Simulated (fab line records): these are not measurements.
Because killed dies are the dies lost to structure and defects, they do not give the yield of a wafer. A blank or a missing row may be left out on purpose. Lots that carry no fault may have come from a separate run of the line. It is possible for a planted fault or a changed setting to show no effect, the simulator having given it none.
Matching of chambers | flow n5_finfet | N5_BEOL_M4_DEP_57 on pecvd-02: 3 sister chambers
The step deposits SiCN from 3MS/NH3, target thk 8 nm, time 14 s. 6 wafers are shown with their chamber, then 10 later ones without.

## WAFERS WITH THEIR CHAMBER
wafer  | chamber | throttle_valve_pct (%) | showerhead_plenum_p_Torr (Torr)
L081.6 | 0       | 9.2                    | 3.664
L084.5 | 0       | 9.3                    | 3.655
L088.1 | 2       | 8.9                    | 3.663
L088.5 | 1       | 9.0                    | 3.656
L090.2 | 1       | 9.4                    | 3.660
L090.3 | 2       | 8.8                    | 3.663

## WAFERS WHOSE CHAMBER IS MISSING
wafer  | throttle_valve_pct (%) | showerhead_plenum_p_Torr (Torr)
L090.5 | 9.3                    | 3.663
L093.3 | 9.0                    | 3.665
L093.5 | 9.0                    | 3.671
L093.6 | 9.2                    | 3.652
L094.1 | 9.2                    | 3.665
L094.4 | 9.0                    | 3.670
L094.5 | 9.2                    | 3.664
L096.1 | 9.2                    | 3.661
L096.2 | 9.1                    | 3.664
L096.4 | 9.3                    | 3.673

## THE CHAMBER EACH PASSED THROUGH
wafer  | from the rows above          | in truth
L090.5 | can't be placed: 0 or 1 or 2 | 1
L093.3 | can't be placed: 2 or 0 or 1 | 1
L093.5 | can't be placed: 2 or 0 or 1 | 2
L093.6 | can't be placed: 1 or 0 or 2 | 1
L094.1 | can't be placed: 0 or 1 or 2 | 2
L094.4 | can't be placed: 2 or 0 or 1 | 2
L094.5 | can't be placed: 0 or 1 or 2 | 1
L096.1 | can't be placed: 0 or 1 or 2 | 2
L096.2 | can't be placed: 0 or 2 or 1 | 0
L096.4 | can't be placed: 0 or 2 or 1 | 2
Placed correctly: 0 of 10. Can't be placed from these rows: 10 (the true chamber is among the candidates in 10). Wrongly placed: 0.
How it was worked out, from the rows above alone: a wafer's distance from a chamber is the root of the sum, over the readings, of the square of ((its reading less the chamber's mean) divided by the reading's scatter). The wafer belongs to the nearest chamber; if the next one is less than 2 further off, it can't be placed. The mean given for a chamber averages the wafers shown for that chamber. How the scatter is found: for the shown wafers, subtract from each reading the mean of its chamber, square and add these, divide the total by (wafers less chambers), then take the root.
